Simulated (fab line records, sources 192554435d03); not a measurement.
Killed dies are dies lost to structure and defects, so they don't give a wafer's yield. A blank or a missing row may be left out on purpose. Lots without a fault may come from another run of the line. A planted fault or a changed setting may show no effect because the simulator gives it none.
Which tool did it? | flow n5_finfet | 9 lots, 27 wafers sampled, at 5 steps of a route of 1938

WHAT THE GAUGES READ, wafer by wafer
N5_MOL_CONTACT_COAG_CD_MEAS_84: target cd 25.1 nm.
lot  | measured     | on        | cd_nm (nm)
L853 | day 5 03:58  | cd_sem-03 | 25.36 25.17 25.14
L854 | day 5 08:35  | cd_sem-03 | 24.99 25.04 25.41
L857 | day 6 04:31  | cd_sem-03 | 24.80 25.24 24.88
L862 | day 7 11:58  | cd_sem-01 | 25.42 25.65 25.06
L868 | day 8 23:49  | cd_sem-03 | 24.48 25.29 24.68
L869 | day 9 11:40  | cd_sem-03 | 24.77 25.23 25.42
L872 | day 9 19:04  | cd_sem-02 | 24.99 24.95 25.17
L874 | day 10 06:53 | cd_sem-03 | 25.42 24.68 24.37
L876 | day 10 20:39 | cd_sem-01 | 24.98 24.45 25.18

N5_BEOL_M4_RC_MEAS_101.
lot  | measured     | on        | DIBL_N (mV/V)  | DIBL_P (mV/V)  | IOFF_N (nA/um)    | IOFF_P (nA/um)    | ION_N (uA/um) | ION_P (uA/um) | SS_N (mV/dec)  | SS_P (mV/dec)  | VT_N (mV)         | VT_P (mV)
L853 | day 7 23:52  | prober-02 | 35.7 35.3 35.8 | 35.0 35.4 34.5 | 0.134 0.138 0.142 | 0.193 0.200 0.189 | 674 667 685   | 457 464 461   | 71.2 71.4 71.5 | 72.5 72.0 72.8 | 250.6 248.9 250.2 | -250.8 -251.9 -252.8
L854 | day 8 08:29  | prober-01 | 35.7 36.7 35.8 | 35.7 36.6 35.5 | 0.152 0.157 0.149 | 0.207 0.215 0.198 | 677 676 664   | 464 468 460   | 71.3 71.8 71.7 | 73.3 73.8 74.5 | 249.9 249.4 251.1 | -250.3 -251.7 -249.5
L857 | day 8 18:59  | prober-02 | 35.9 34.8 36.2 | 35.7 34.6 35.7 | 0.146 0.130 0.145 | 0.173 0.158 0.171 | 668 665 664   | 450 448 456   | 71.1 70.9 70.9 | 73.6 73.4 73.4 | 250.3 251.9 248.6 | -254.6 -256.9 -255.1
L862 | day 10 08:18 | prober-02 | 37.3 36.9 38.4 | 36.8 34.5 37.2 | 0.157 0.142 0.170 | 0.208 0.175 0.222 | 676 670 679   | 460 454 466   | 71.5 71.5 71.0 | 73.1 72.3 73.1 | 250.6 249.8 250.6 | -246.9 -251.8 -248.8
L868 | day 11 13:08 | prober-02 | 36.7 37.1 37.5 | 36.3 36.5 38.4 | 0.153 0.157 0.169 | 0.211 0.212 0.252 | 667 678 690   | 461 467 474   | 71.8 71.4 71.5 | 73.5 73.0 74.4 | 250.2 248.7 245.7 | -251.3 -250.3 -248.6
L869 | day 12 09:46 | prober-01 | 37.7 37.2 38.2 | 37.4 37.2 38.3 | 0.158 0.149 0.169 | 0.238 0.240 0.260 | 669 665 671   | 463 462 471   | 72.0 71.5 71.9 | 73.7 73.4 73.4 | 249.9 249.9 249.4 | -249.9 -250.2 -246.3
L872 | day 12 16:26 | prober-01 | 36.9 37.9 37.3 | 37.3 38.5 37.8 | 0.160 0.186 0.171 | 0.221 0.218 0.209 | 665 686 677   | 459 461 460   | 71.8 71.9 71.3 | 73.4 73.7 73.5 | 252.5 247.3 247.6 | -247.9 -250.5 -250.5
L874 | day 13 15:49 | prober-01 | 39.8 39.0 38.5 | 41.7 41.0 39.3 | 0.233 0.208 0.171 | 0.282 0.272 0.232 | 702 686 672   | 480 467 463   | 72.2 72.0 71.9 | 74.6 74.7 73.8 | 243.9 247.7 251.6 | -246.3 -247.1 -249.3
L876 | day 13 20:34 | prober-02 | 37.5 36.8 38.2 | 37.3 37.3 38.1 | 0.160 0.155 0.175 | 0.168 0.173 0.183 | 675 675 691   | 452 458 461   | 72.1 70.9 71.8 | 73.6 73.6 73.1 | 248.8 248.2 247.3 | -257.4 -256.5 -256.1

WHICH TOOL RAN EACH LOT (tool, then ch and the chambers of the sampled wafers, then the start)
lot  | N5_MOL_CONTACT_COAG_ETCH_59        | N5_MOL_CONTACT_COAG_ETCH_106       | N5_MOL_CONTACT_COAG_CMP_28
L853 | rie_diel-06 ch 0,2,3, day 4 17:19  | rie_diel-06 ch 0,2,3, day 4 17:22  | cmp-01 ch 0,2,3, day 5 02:37
L854 | rie_diel-04 ch 0,1,2, day 4 22:34  | rie_diel-04 ch 0,1,2, day 4 22:37  | cmp-02 ch 0,2,3, day 5 07:05
L857 | rie_diel-01 ch 0,2,3, day 5 19:49  | rie_diel-01 ch 0,2,3, day 5 19:52  | cmp-01 ch 0,1,3, day 6 03:23
L862 | rie_diel-01 ch 1,3, day 7 00:29    | rie_diel-01 ch 1,3, day 7 00:32    | cmp-02 ch 1,3, day 7 10:48
L868 | rie_diel-01 ch 0,3, day 8 12:29    | rie_diel-01 ch 0,3, day 8 12:32    | cmp-01 ch 1,3, day 8 22:26
L869 | rie_diel-04 ch 0,2, day 8 23:40    | rie_diel-04 ch 0,2, day 8 23:43    | cmp-01 ch 1,2,3, day 9 10:25
L872 | rie_diel-06 ch 0,1,3, day 9 10:27  | rie_diel-06 ch 0,1,3, day 9 10:30  | cmp-02 ch 0,2,3, day 9 17:45
L874 | rie_diel-01 ch 0,1,2, day 9 21:11  | rie_diel-01 ch 0,1,2, day 9 21:14  | cmp-02 ch 0,2, day 10 05:05
L876 | rie_diel-06 ch 1,2,3, day 10 10:30 | rie_diel-06 ch 1,2,3, day 10 10:33 | cmp-03 ch 0,2, day 10 19:28
- N5_MOL_CONTACT_COAG_ETCH_59: etches underlayer in N2/H2, target depth 13 nm, time 10.4 s.
- N5_MOL_CONTACT_COAG_ETCH_106: etches SOC in N2/H2, target depth 80 nm, overetch 16 nm, time 120 s.
- N5_MOL_CONTACT_COAG_CMP_28: polishes, stops on SiNx, t overpolish 0.85 s, target thk 14.522 nm.

WHAT THE TOOLS THEMSELVES READ (means of the sampled wafers that have a number; where no wafer has one, the mark that the record gives instead)
N5_MOL_CONTACT_COAG_ETCH_59.
lot  | tool        | drypump_motor_current_A (A) | etch_rf_on_time_s (s) | oes_product_au (a.u.) | rf_vpp_V (V) | showerhead_plenum_p_Torr (Torr) | throttle_valve_pct (%)
L853 | rie_diel-06 | 5.9                         | 10.34                 | 0.65                  | 525.9        | 2.61                            | 17.92
L854 | rie_diel-04 | 5.9                         | 10.56                 | 0.60                  | 522.1        | 2.49                            | 18.13
L857 | rie_diel-01 | 5.6                         | 10.36                 | 0.68                  | 525.2        | 2.59                            | 17.92
L862 | rie_diel-01 | 5.2                         | 10.26                 | 0.81                  | 523.5        | 2.54                            | 17.57
L868 | rie_diel-01 | 5.5                         | 10.24                 | 0.80                  | 525.0        | 2.61                            | 17.92
L869 | rie_diel-04 | 6.2                         | 10.27                 | 0.74                  | 526.0        | 2.65                            | 17.99
L872 | rie_diel-06 | 5.9                         | 10.47                 | 0.62                  | 525.5        | 2.60                            | 17.94
L874 | rie_diel-01 | 5.2                         | 10.24                 | 0.71                  | 523.3        | 2.54                            | 17.81
L876 | rie_diel-06 | 5.8                         | 10.41                 | 0.66                  | 524.0        | 2.54                            | 17.83

N5_MOL_CONTACT_COAG_ETCH_106.
lot  | tool        | drypump_motor_current_A (A) | oes_product_au (a.u.) | rf_vpp_V (V) | showerhead_plenum_p_Torr (Torr) | throttle_valve_pct (%)
L853 | rie_diel-06 | 5.9                         | 0.68                  | 526.1        | 2.61                            | 17.90
L854 | rie_diel-04 | 5.9                         | 0.64                  | 522.5        | 2.49                            | 18.10
L857 | rie_diel-01 | 5.6                         | 0.72                  | 524.9        | 2.59                            | 17.90
L862 | rie_diel-01 | 5.1                         | 0.83                  | 523.3        | 2.54                            | 17.54
L868 | rie_diel-01 | 5.5                         | 0.83                  | 526.0        | 2.61                            | 17.89
L869 | rie_diel-04 | 6.2                         | 0.76                  | 526.3        | 2.65                            | 17.96
L872 | rie_diel-06 | 5.9                         | 0.65                  | 525.7        | 2.60                            | 17.91
L874 | rie_diel-01 | 5.3                         | 0.75                  | 523.7        | 2.54                            | 17.77
L876 | rie_diel-06 | 5.8                         | 0.69                  | 524.5        | 2.54                            | 17.80

N5_MOL_CONTACT_COAG_CMP_28.
lot  | tool   | motor_current_A (A) | platen_rpm (rpm) | retaining_ring_pressure_frac | time_to_endpoint_s (s)
L853 | cmp-01 | 12.7                | 51.83            | 1.000                        | 6.2
L854 | cmp-02 | 12.2                | 51.81            | 1.003                        | 4.3
L857 | cmp-01 | 11.2                | 51.79            | 1.000                        | 6.7
L862 | cmp-02 | 13.1                | 51.80            | 1.005                        | 4.9
L868 | cmp-01 | 10.2                | 49.73            | 1.003                        | 3.0
L869 | cmp-01 | 11.3                | 49.71            | 1.005                        | 4.0
L872 | cmp-02 | 12.4                | 51.80            | 0.997                        | 3.9
L874 | cmp-02 | 11.9                | 51.80            | 0.999                        | 7.3
L876 | cmp-03 | 11.8                | 51.79            | 1.000                        | 7.9

THE ANSWER, worked out from the rows above alone
Rule: what is usual is taken from the lots themselves. Put in order of their means at a reading, lots are off if they are a third of the lots or fewer, leave a main group of 4 or more, and stand apart from it by a gap of 3 or more times the standard deviation of the main group's means; of several such gaps the widest counts. A main group whose means are all the same, to the digits that the tables above print for the reading, isn't used. A lot without any number at a reading at which 4 lots or more have one is off too. The other lots that the step has rows for count as sound. The gauges are gone through in route order, then the tools' own readings, and for those a lot's mean is taken as printed above. The first step at which some lot is off is used, and at that step the reading that is off furthest; a lot without a number counts as furthest.
Off: L868, L869, at N5_MOL_CONTACT_COAG_CMP_28 (platen_rpm). The main group: mean 51.80 rpm, standard deviation 0.013.
A tool fits if, at that step or a process step before it, it ran every lot that is off, and no sound lot after the first of them. One fits: cmp-01 at N5_MOL_CONTACT_COAG_CMP_28. Its last sound lot is L857 (day 6 03:23), its first lot that is off L868 (day 8 22:26): a fault that began between those two fits.
The tool's own readings at N5_MOL_CONTACT_COAG_CMP_28 bear it out: on the lots that are off they differ by more than 5 times the standard deviation of the sound lots' means. platen_rpm reads 49.72 rpm there against 51.80 rpm on the sound lots.

WHAT THE SIMULATOR HAD PUT IN
Process parameter drift: cmp-01, from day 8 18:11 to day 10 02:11, at N5_MOL_CONTACT_COAG_CMP_28. Setting platen_rpm, moved by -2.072, from 51.8. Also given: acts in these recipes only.
Lots struck among those shown: L868, L869. The rule above found the same.
